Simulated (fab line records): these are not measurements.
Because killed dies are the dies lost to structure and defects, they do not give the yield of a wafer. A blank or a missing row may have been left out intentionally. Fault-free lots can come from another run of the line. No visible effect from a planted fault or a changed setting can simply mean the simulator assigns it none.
fab line records    flow n5Finfet
record: lots: 4  wafers: 12  lastDay: 16
route steps=1938 shown BEOL_M4@1099 BEOL_M5@1112 BEOL_M10@1509 PASSIVATION@1936
lots that met no fault: from a run of the same line without faults
startH: start of the lot's first displayed wafer, in hours after the record's first day    waitH: hours from the lot's prior step to this one    " the same as in the row above    L1.1+2: a single row standing in for several wafers    - no value present, or no start provided    * or withheld: withheld    < > ~ a bound
route shown NAME@n: a module of which the file shows steps, and the number in the route of the first    usual: the fault-free wafers' mean and standard deviation    same: alike in all rows    chamber/n: place in a boat    sites: each site's reading    _std_site: their standard deviation    _edge_site: inner sites' mean taken away from outer sites' mean    radiusMm: how far each site lies from the wafer's centre    mask NAME#n: copy n    behind: the most recent tool/chamber to have shaped the wafer    hold: what put the lot on hold/how long, in hours/how the hold closed    device: the n, p or np transistor that did not switch    end of line: at the end of the route, the tests of the same wafers    a step given without rows: its recipe and nothing more    killed: dies lost to structure and defects at the first sort, not the wafer's yield    map: per-die view of a wafer (x killed, . not killed, _ where there is no die)
set.NAME: setting as actually run; set.NAME@STEP: the setting as run at that earlier step    model.NAME: the simulator's own value behind a step, which no gauge read
lots seen at some steps along the route; tables by step, rows by wafer
services: the hour from which a tool's chamber was out of use, counted from the record's first day as startH (under 0 if before that day), plus the number of hours and why
== steps ==
step: N5_BEOL_M4_ANNEAL_95
recipe: tempC: 400  timeS: 240  ambient: vacuum
step: N5_BEOL_M4_SPUTTER_96
recipe: material: Cu  targetThkA: 45  tempC: -20  chamberPressurePa: 0.07  powerW: withheld  timeS: 8.29
step: N5_BEOL_M4_ECD_50
recipe: material: Cu  targetThkA: 3000
step: N5_BEOL_M4_ANNEAL_51
recipe: tempC: 225  timeS: 90  ambient: N2
step: N5_BEOL_M4_CMP_52
recipe: stopOn: SiOC  tOverpolishS: 6.8  downForcePsi: 1  platenRpm: 50  clearingPlatenDownForcePsi: 1.5  clearingPlatenRpm: 50  postCmpClean: cuAlkaline  targetThkNm: 40  clearingPlatenPadVelocityMS: 0.99484  padVelocityMS: 0.99484
step: N5_BEOL_M4_PRE_CLEAN_60
recipe: gas: NH3/H2  timeS: 15  tempC: *  rfPowerW: 300
step: N5_BEOL_M4_CO_CAP_55
recipe: material: Co  targetThkA: 20  tempC: 200  precursor: CCTBA/H2  pressureTorr: 30  timeS: 102.1
step: N5_BEOL_M4_PRE_CLEAN_56
recipe: gas: NH3  timeS: 15  tempC: withheld  rfPowerW: 300
step: N5_BEOL_M4_DEP_57
recipe: material: SiCN  targetThkA: 80  tempC: withheld  precursor: 3MS/NH3  pressureTorr: 3  rfW: 202  timeS: 14
step: N5_BEOL_M4_RC_MEAS_101
usual: DIBL_N: 37.5/1.9  DIBL_P: 37.3/2.4  IOFF_N: 0.18/0.038  IOFF_P: 0.23/0.045  ION_N: 677/11  ION_P: 464/8.1  SS_N: 72.0/0.68  SS_P: 73.5/0.77  VT_N: 249/3.3  VT_P: -249/3.6
lot.wafer  tool       chamber  startH  waitH  DIBL_N[mV/V]  DIBL_P[mV/V]  IOFF_N[nA/um]  IOFF_P[nA/um]  ION_N[uA/um]  ION_P[uA/um]  SS_N[mV/dec]  SS_P[mV/dec]  VT_N[mV]  VT_P[mV]
L970.1     prober-01  0        211.75  0.0    36.8          35.2          0.16           0.23           677           465           71.8          74.2          247       -243
L970.2     "          0        "       "      35.2          34.1          0.15           0.23           684           481           70.7          73.5          247       -245
L970.3     "          0        "       "      39.6          37.9          0.23           0.29           691           470           72.8          73.5          245       -245
L974.1     prober-01  0        227.59  0.0    38.5          36.0          0.19           0.24           675           466           72.9          74.3          247       -247
L974.4     "          0        "       "      35.0          33.6          0.13           0.20           654           460           70.5          73.0          254       -248
L974.5     "          0        "       "      37.2          35.0          0.17           0.23           692           468           72.1          72.0          248       -247
L981.2     prober-02  0        291.12  0.2    38.4          35.8          0.19           0.21           667           457           72.7          73.7          248       -250
L981.5     "          0        "       "      41.5          40.2          0.27           0.28           698           465           73.4          74.2          242       -248
L981.6     "          0        "       "      38.0          35.8          0.17           0.20           663           455           72.5          73.5          251       -251
L984.1     prober-01  0        298.39  0.0    37.8          36.8          0.19           0.25           676           465           72.2          74.0          249       -248
L984.3     "          0        "       "      34.4          32.8          0.14           0.19           676           471           71.4          72.0          252       -250
L984.4     "          0        "       "      40.5          40.1          0.26           0.31           683           470           73.5          74.0          244       -245
step: N5_BEOL_M5_ILD_DEP_00
recipe: material: SiCOH_lowk  targetThkA: 1406.4  tempC: 300  precursor: DEMS/porogen  pressureTorr: 5  rfW: 500  timeS: 25.9
step: N5_BEOL_M5_CURE_79
recipe: tempC: 385  timeS: 240  ambient: He/Ar  material: SiCOH_lowk
step: N5_BEOL_M5_PECVD_70
recipe: material: SiO2  targetThkA: 160  tempC: 400  precursor: TEOS/O2  pressureTorr: 5.5  rfW: 450  teosFlowSccm: 53.8  gas: O2  flowSccm: 3000  timeS: 18
step: N5_BEOL_M5_HM_DEP_02
recipe: material: TiN  targetThkA: 200  tempC: 25  chamberPressurePa: 0.49996
step: N5_BEOL_M5_COAT_59
recipe: resist: SOC  tempC: 250  timeS: 60  spinRpm: 1500  resistThkNm: 60
step: N5_BEOL_M5_COAT_60
recipe: resist: SiARC  tempC: 220  timeS: 60  spinRpm: 1500  resistThkNm: 12
step: N5_BEOL_M5_COAT_71
recipe: resist: underlayer  tempC: 205  timeS: 60  spinRpm: 1500  resistThkNm: 5
step: N5_BEOL_M5_COAT_05
recipe: resist: CAR-EUV  spinRpm: 1500  resistThkNm: 30
step: N5_BEOL_M5_EBR_07
recipe: solvent: PGMEA  ebrWidthMm: 1.5
step: N5_BEOL_M5_SOFTBAKE_06
recipe: tempC: 110  timeS: 60  resist: CAR-EUV
step: N5_BEOL_M5_EXPOSE_08
recipe: maskId: M5  na: 0.33  sourceShape: annular  sigmaInner: 0.4  sigmaOuter: 0.8  polarization: unpolarized  targetCdNm: 28  doseMj: 35.75
step: N5_BEOL_M5_PEB_09
recipe: pebTempC: 100  pebTimeS: 60  resist: CAR-EUV
step: N5_BEOL_M5_DEVELOP_10
recipe: developTimeS: 30  developer: TMAH  resist: CAR-EUV  rinseLiquid: surfactantRinse  dry: airSpin  devTempC: 23
step: N5_BEOL_M5_DESCUM_16
recipe: chemistry: O2  timeS: 7  sourcePowerW: 50  biasPowerW: 20  pressureMtorr: 20  rfFrequencyHz: 2.712e+07  tempC: 40  resist: CAR-EUV  o2FlowSccm: 225
step: N5_BEOL_M5_ETCH_72
recipe: chemistry: N2/H2  target: underlayer  targetDepthA: 65  maskMaterial: CAR-EUV  timeS: 5.2  ionEnergyEv: 200  pressureMtorr: 30  sourceW: 840  biasW: 150  n2FlowSccm: 200  h2FlowSccm: 200  ends: cleared
step: N5_BEOL_M5_ETCH_61
recipe: chemistry: CF4  target: SiARC  targetDepthA: 156  maskMaterial: CAR-EUV  timeS: 26  ionEnergyEv: 80  pressureMtorr: 40  sourceW: 545  biasW: 36  Ar_flow_sccm: 100  cf4FlowSccm: 100  ends: cleared
step: N5_BEOL_M5_ETCH_62
recipe: chemistry: N2/H2  target: SOC  targetDepthA: 750  overetchA: 150  maskMaterial: SiARC  tempC: 40  timeS: 112.5  ionEnergyEv: 200  pressureMtorr: 30  sourceW: 840  biasW: 150  n2FlowSccm: 200  h2FlowSccm: 200
step: N5_BEOL_M5_STRIP_63
recipe: chemistry: N2/H2  tempC: 40  n2FlowSccm: 200  h2FlowSccm: 200  rfFrequencyHz: 6e+07
step: N5_BEOL_M5_STRIP_73
recipe: chemistry: N2/H2  tempC: 40  n2FlowSccm: 200  h2FlowSccm: 200  rfFrequencyHz: 6e+07
step: N5_BEOL_M5_STRIP_64
recipe: chemistry: CF4  resist: SiARC  powerW: 300  biasPowerW: 75  pressureMtorr: 50  cf4FlowSccm: 150  rfFrequencyHz: 6e+07
step: N5_BEOL_M5_HM_OPEN_17
recipe: chemistry: Cl2/BCl3  targetDepthA: 200  overetchA: 60  target: TiN  maskMaterial: SOC  ionEnergyEv: 150  pressureMtorr: 10  icpW: 1000  biasW: 126  Cl2_flow_sccm: 53.25  bcl3FlowSccm: 21.75  Ar_flow_sccm: 25
step: N5_BEOL_M5_STRIP_19
recipe: chemistry: O2  powerW: 400  tempC: 40  pressureMtorr: 30  rfFrequencyHz: 6e+07  biasPowerW: 0  overashFraction: 0.2  o2FlowSccm: 225
step: N5_BEOL_M5_COAT_65
recipe: resist: SOC  tempC: 250  timeS: 60  spinRpm: 1500  resistThkNm: 60
step: N5_BEOL_M5_COAT_66
recipe: resist: SiARC  tempC: 220  timeS: 60  spinRpm: 1500  resistThkNm: 12
step: N5_BEOL_M10_VIA_ETCH_34
recipe: chemistry: C4F6/O2  target: SiCOH_lowk  targetDepthA: 1845  maskMaterial: SOC  taperDeg: 4  timeS: 69.2  ionEnergyEv: 250  pressureMtorr: 30  sourceW: 345  biasW: 185  Ar_flow_sccm: 300  C4F6_flow_sccm: 10  O2_flow_sccm: 10
usual: chamberPressureMTorr: 30.001/0.028  drypumpMotorCurrentA: 6.0/0.39  oesProductAu: 0.79/0.087  rfVppV: 661/22  showerheadPlenumPTorr: 2.85/0.083  throttleValvePct: 20.89/0.26
lot.wafer  tool        chamber  startH  waitH  chamberPressureMTorr  drypumpMotorCurrentA  oesProductAu  rfHoursCounterH  rfVppV  showerheadPlenumPTorr  throttleValvePct  model.etch.depthNm  model.SOC_of_BEOL_M10_COAT_63.thkNm
L970.1     rieDiel-04  1        263.49  0.0    30.010                6.6                   0.70          229              701     2.88                   20.78             178.3               92.2
L970.2     "           0        "       "      29.962                6.0                   0.58          222              642     2.69                   20.64             130.9               94.8
L970.3     "           2        "       "      29.970                5.5                   0.78          87               666     2.77                   20.78             185.3               92.2
L974.1     rieDiel-04  0        279.80  0.0    29.989                5.9                   0.57          229              642     2.68                   20.65             131.6               94.2
L974.4     "           1        "       "      30.043                6.6                   0.70          -                701     2.88                   20.82             178.7               92
L974.5     "           2        "       "      30.007                5.5                   0.79          -                666     2.76                   20.81             186.8               91.6
L981.2     rieDiel-03  1        340.68  0.0    30.001                5.5                   0.67          241              679     2.92                   20.81             177.8               92.4
L981.5     "           0        "       "      29.997                6.5                   0.81          -                699     2.88                   21.25             184.5               92.2
L981.6     "           1        "       "      30.042                5.5                   0.66          -                679     2.92                   20.80             178.1               92.4
L984.1     rieDiel-04  3        345.38  0.0    30.017                6.3                   0.92          27               665     2.87                   20.23             185.8               91.6
L984.3     "           2        "       "      30.023                5.6                   0.76          121              665     2.75                   20.83             186.5               92
L984.4     "           3        "       "      30.021                6.3                   0.91          -                667     2.87                   20.20             185.7               91.6
step: N5_PASSIVATION_PROBE_49
usual: defectLimitedYield: 91.2/1.5  killed_at_M0_to_M3: 31/10  killed_at_M4_up: 15/5.9  killedAtContacts: 13/6  killedAtFrontEnd: 41/11  killedAtOther: 4/3.1  killedDies: 104/18  killedOnRim: 14/4.1  killedOpen: 68/13  killedShort: 33/8.1  sort_bin_4_leakage: 0.00/0.03  sort_bin_5_function: 5.1/1.1  sort_bin_6_memory: 3.2/0.69  sortNPass: 1076/18  sortYieldPct: 91.2/1.5
same: grossDies: 1180  killedAtBackSide: 0  sort_bin_8_speed[%]: 0
lot.wafer  tool       chamber  startH  waitH  defectLimitedYield[%]  killed_at_M0_to_M3  killed_at_M4_up  killedAtContacts  killedAtFrontEnd  killedAtOther  killedDies  killedOnRim  killedOpen  killedShort  sort_bin_4_leakage[%]  sort_bin_5_function[%]  sort_bin_6_memory[%]  sortNPass  sortYieldPct[%]
L970.1     prober-02  -        316.11  0.0    91.2                   25                  20               16                37                6              104         16           75          25           0                      5.2                     3.6                   1076       91.2
L970.2     prober-02  -        316.16  0.1    0                      25                  1101             9                 39                6              1180        152          45          39           0                      97.7                    1.9                   0          0
L970.3     prober-02  -        316.21  0.1    90.7                   32                  13               12                46                7              110         13           63          37           0                      5.7                     2.6                   1070       90.7
L974.1     prober-01  -        329.58  0.0    0.1                    35                  1074             9                 54                7              1179        151          75          49           0                      94.9                    4.5                   1          0.1
L981.6     prober-02  -        394.95  0.3    90.3                   26                  23               20                45                1              115         25           83          29           0                      5.8                     3.3                   1065       90.3
killed by level:class
L970.1 MOL_CONTACT_COAG:geometricParticle:open=12 BEOL_M4:geometricParticle:open=9 DUMMY_GATE:geometricParticle:open=8 BEOL_M0:geometricParticle:open=7 FIN_SAQP:geometricParticle:open=6 STI_FIN_REVEAL:geometricParticle:open=5 BEOL_M1:geometricParticle:open=5 MOL_CONTACT_COAG:geometricParticle:short=4
L970.2 BEOL_M10:areaEtch=1095 FIN_SAQP:geometricParticle:short=10 FIN_SAQP:geometricParticle:open=9 BEOL_M3:geometricParticle:open=9 GATE_CUT:geometricParticle:short=6 MOL_CONTACT_COAG:geometricParticle:open=6 BEOL_M0:geometricParticle:open=5 BEOL_M4:geometricParticle:short=4
L970.3 HKMG_FIN:areaEtch=9 MOL_CONTACT_COAG:geometricParticle:open=8 BEOL_M2:geometricParticle:open=7 BEOL_M3:geometricParticle:open=6 STI_FIN_REVEAL:geometricParticle:open=5 BEOL_M0:geometricParticle:open=5 FIN_SAQP:geometricParticle:short=4 MOL_CONTACT_COAG:geometricParticle:short=4
L974.1 BEOL_M10:areaEtch=1055 FIN_SAQP:geometricParticle:short=15 FIN_SAQP:geometricParticle:open=14 BEOL_M2:geometricParticle:open=9 GATE_CUT:geometricParticle:short=8 STI_FIN_REVEAL:geometricParticle:open=7 MOL_CONTACT_COAG:geometricParticle:open=7 BEOL_M3:geometricParticle:open=7
L981.6 MOL_CONTACT_COAG:geometricParticle:open=16 BEOL_M4:geometricParticle:open=16 FIN_SAQP:geometricParticle:open=14 STI_FIN_REVEAL:geometricParticle:open=6 BEOL_M0_SAQP:geometricParticle:open=6 BEOL_M0_SAQP:geometricParticle:short=5 FIN_SAQP:geometricParticle:short=4 BEOL_M2:geometricParticle:open=4
map L970.2 (x killed, . not)
_________________xxxxxxxxxxxx________________
______________xxxxxxxxxxxxxxxxxx_____________
___________xxxxxxxxxxxxxxxxxxxxxxxx__________
__________xxxxxxxxxxxxxxxxxxxxxxxxxx_________
________xxxxxxxxxxxxxxxxxxxxxxxxxxxxxx_______
_______xxxxxxxxxxxxxxxxxxxxxxxxxxxxxxxx______
______xxxxxxxxxxxxxxxxxxxxxxxxxxxxxxxxxx_____
_____xxxxxxxxxxxxxxxxxxxxxxxxxxxxxxxxxxxx____
____xxxxxxxxxxxxxxxxxxxxxxxxxxxxxxxxxxxxxx___
___xxxxxxxxxxxxxxxxxxxxxxxxxxxxxxxxxxxxxxxx__
___xxxxxxxxxxxxxxxxxxxxxxxxxxxxxxxxxxxxxxxx__
__xxxxxxxxxxxxxxxxxxxxxxxxxxxxxxxxxxxxxxxxxx_
__xxxxxxxxxxxxxxxxxxxxxxxxxxxxxxxxxxxxxxxxxx_
_xxxxxxxxxxxxxxxxxxxxxxxxxxxxxxxxxxxxxxxxxxxx
_xxxxxxxxxxxxxxxxxxxxxxxxxxxxxxxxxxxxxxxxxxxx
_xxxxxxxxxxxxxxxxxxxxxxxxxxxxxxxxxxxxxxxxxxxx
_xxxxxxxxxxxxxxxxxxxxxxxxxxxxxxxxxxxxxxxxxxxx
_xxxxxxxxxxxxxxxxxxxxxxxxxxxxxxxxxxxxxxxxxxxx
_xxxxxxxxxxxxxxxxxxxxxxxxxxxxxxxxxxxxxxxxxxxx
_xxxxxxxxxxxxxxxxxxxxxxxxxxxxxxxxxxxxxxxxxxxx
_xxxxxxxxxxxxxxxxxxxxxxxxxxxxxxxxxxxxxxxxxxxx
__xxxxxxxxxxxxxxxxxxxxxxxxxxxxxxxxxxxxxxxxxx_
__xxxxxxxxxxxxxxxxxxxxxxxxxxxxxxxxxxxxxxxxxx_
___xxxxxxxxxxxxxxxxxxxxxxxxxxxxxxxxxxxxxxxx__
___xxxxxxxxxxxxxxxxxxxxxxxxxxxxxxxxxxxxxxxx__
____xxxxxxxxxxxxxxxxxxxxxxxxxxxxxxxxxxxxxx___
_____xxxxxxxxxxxxxxxxxxxxxxxxxxxxxxxxxxxx____
______xxxxxxxxxxxxxxxxxxxxxxxxxxxxxxxxxx_____
_______xxxxxxxxxxxxxxxxxxxxxxxxxxxxxxxx______
________xxxxxxxxxxxxxxxxxxxxxxxxxxxxxx_______
__________xxxxxxxxxxxxxxxxxxxxxxxxxx_________
___________xxxxxxxxxxxxxxxxxxxxxxxx__________
______________xxxxxxxxxxxxxxxxxx_____________
_________________xxxxxxxxxxxx________________
map L974.1 (x killed, . not)
_________________xxxxxxxxxxxx________________
______________xxxxxxxxxxxxxxxxxx_____________
___________xxxxxxxxxxxxxxxxxxxxxxxx__________
__________xxxxxxxxxxxxxxxxxxxxxxxxxx_________
________xxxxxxxxxxxxxxxxxxxxxxxxxxxxxx_______
_______xxxxxxxxxxxxxxxxxxxxxxxxxxxxxxxx______
______xxxxxxxxxxxxxxxxxxxxxxxxxxxxxxxxxx_____
_____xxxxxxxxxxxxxxxxxxxxxxxxxxxxxxxxxxxx____
____xxxxxxxxxxxxxxxxxxxxxxxxxxxxxxxxxxxxxx___
___xxxxxxxxxxxxxxxxxxxxxxxxxxxxxxxxxxxxxxxx__
___xxxxxxxxxxxxxxxxxxxxxxxxxxxxxxxxxxxxxxxx__
__xxxxxxxxxxxxxxxxxxxxxxxxxxxxxxxxxxxxxxxxxx_
__xxxxxxxxxxxxxxxxxxxxxxxxxxxxxxxxxxxxxxxxxx_
_xxxxxxxxxxxxxxxxxxxxxxxxxxxxxxxxxxxxxxxxxxxx
_xxxxxxxxxxxxxxxxxxxxxxxxxxxxxxxxxxxxxxxxxxxx
_xxxxxxxxxxxxxxxxxxxxxxxxxxxxxxxxxxxxxxxxxxxx
_xxxxxxxxxxxxxxxxxxxxxxxxxxxxxxxxxxxxxxxxxxxx
_.xxxxxxxxxxxxxxxxxxxxxxxxxxxxxxxxxxxxxxxxxxx
_xxxxxxxxxxxxxxxxxxxxxxxxxxxxxxxxxxxxxxxxxxxx
_xxxxxxxxxxxxxxxxxxxxxxxxxxxxxxxxxxxxxxxxxxxx
_xxxxxxxxxxxxxxxxxxxxxxxxxxxxxxxxxxxxxxxxxxxx
__xxxxxxxxxxxxxxxxxxxxxxxxxxxxxxxxxxxxxxxxxx_
__xxxxxxxxxxxxxxxxxxxxxxxxxxxxxxxxxxxxxxxxxx_
___xxxxxxxxxxxxxxxxxxxxxxxxxxxxxxxxxxxxxxxx__
___xxxxxxxxxxxxxxxxxxxxxxxxxxxxxxxxxxxxxxxx__
____xxxxxxxxxxxxxxxxxxxxxxxxxxxxxxxxxxxxxx___
_____xxxxxxxxxxxxxxxxxxxxxxxxxxxxxxxxxxxx____
______xxxxxxxxxxxxxxxxxxxxxxxxxxxxxxxxxx_____
_______xxxxxxxxxxxxxxxxxxxxxxxxxxxxxxxx______
________xxxxxxxxxxxxxxxxxxxxxxxxxxxxxx_______
__________xxxxxxxxxxxxxxxxxxxxxxxxxx_________
___________xxxxxxxxxxxxxxxxxxxxxxxx__________
______________xxxxxxxxxxxxxxxxxx_____________
_________________xxxxxxxxxxxx________________
== services ==
tool        chamber  startH  hours  kind
rieDiel-04  3        261.32  -      clean
rieDiel-04  3        261.32  -      consumableReplace:focusRing
rieDiel-04  3        261.32  18.6   scheduledDown
rieDiel-04  3        261.32  18.6   ventCycle
rieDiel-04  -        273.17  0.6    repair
rieDiel-04  1        300.68  13.4   repair
rieDiel-03  -        309.50  4.3    pm
rieDiel-04  0        318.84  5.6    repair
rieDiel-04  1        335.80  -      clean
rieDiel-04  1        335.80  -      consumableReplace:focusRing
rieDiel-04  1        335.80  14.1   scheduledDown
rieDiel-04  1        335.80  14.1   ventCycle
== key ==
firstSign: step: N5_PASSIVATION_PROBE_49  reading: killed_at_M4_up  direction: up  sigmas: 99+  usual: 15  struck: 1088
effect: step: N5_PASSIVATION_PROBE_49  reading: sort_bin_5_function  direction: up  sigmas: 86  usual: 5.1  struck: 96.3
modelEffect: step: N5_BEOL_M10_VIA_ETCH_34  value: etch.depthNm  without: 178.2  struck: 131.3
moreKillsBornAt: N5_BEOL_M10_VIA_ETCH_34@rieDiel-04: 2150
metAt N5_BEOL_M10_VIA_ETCH_34
struckWafers L970.2,L974.1
laterRowsLeftOut L970.2,L974.1
fault: kind: processParameterDrift  tool: rieDiel-04  chamber: 0  onsetH: 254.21  steps: N5_BEOL_M10_VIA_ETCH_34  channel: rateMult  offset: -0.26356  shape: step  endH: 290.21
laterRowsLeftOut: the simulator's readings of these wafers behind a module that went badly wrong aren't trusted and aren't shown, but for the sort
